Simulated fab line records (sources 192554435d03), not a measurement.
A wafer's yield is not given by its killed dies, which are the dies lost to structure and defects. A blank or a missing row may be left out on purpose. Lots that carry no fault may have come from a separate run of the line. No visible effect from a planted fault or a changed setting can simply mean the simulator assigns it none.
Chamber matching -- flow n5_finfet -- 3 sister chambers for N5_BEOL_M14_ILD_DEP_00 on pecvd-01
The step deposits SiO2 from TEOS/O2, target thk 1119.3 nm, time 237.4 s. 6 wafers are shown with their chamber, then 12 later ones without.

WAFERS WITH THEIR CHAMBER
wafer,chamber,throttle_valve_pct (%),showerhead_plenum_p_Torr (Torr)
L074.5,1,18.7,8.28
L082.3,1,18.7,8.28
L082.5,0,17.6,8.38
L086.1,2,16.9,8.34
L086.3,0,17.5,8.39
L086.5,2,17.2,8.36

WAFERS MISSING THEIR CHAMBER
wafer,throttle_valve_pct (%),showerhead_plenum_p_Torr (Torr)
L092.1,17.6,8.41
L092.2,17.3,8.36
L092.3,18.6,8.29
L095.1,17.9,8.41
L095.3,19.0,8.31
L095.6,17.2,8.35
L096.2,17.6,8.41
L096.3,18.9,8.30
L096.6,18.7,8.32
L097.1,17.6,8.39
L097.3,17.2,8.35
L097.6,17.8,8.38

THE CHAMBER EACH PASSED THROUGH
wafer,from the rows above,in truth
L092.1,0,0
L092.2,can't be placed: 2 or 0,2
L092.3,1,1
L095.1,0,0
L095.3,1,1
L095.6,2,2
L096.2,0,0
L096.3,1,1
L096.6,1,1
L097.1,0,0
L097.3,2,2
L097.6,0,0
Correctly placed: 11 of 12. Not placeable from these rows: 1 (in 1, the candidates include the true chamber). 0 placed wrongly.
How it was worked out, from the rows above alone: a wafer's distance from a chamber is the root of the sum, over the readings, of the square of ((its reading less the chamber's mean) divided by the reading's scatter). If the next closest chamber is less than 2 further off than the closest, the wafer can't be placed; otherwise it belongs to the closest. A chamber's mean is the mean of its shown wafers. How the scatter is found: for the shown wafers, subtract from each reading the mean of its chamber, square and add these, divide the total by (wafers less chambers), then take the root.
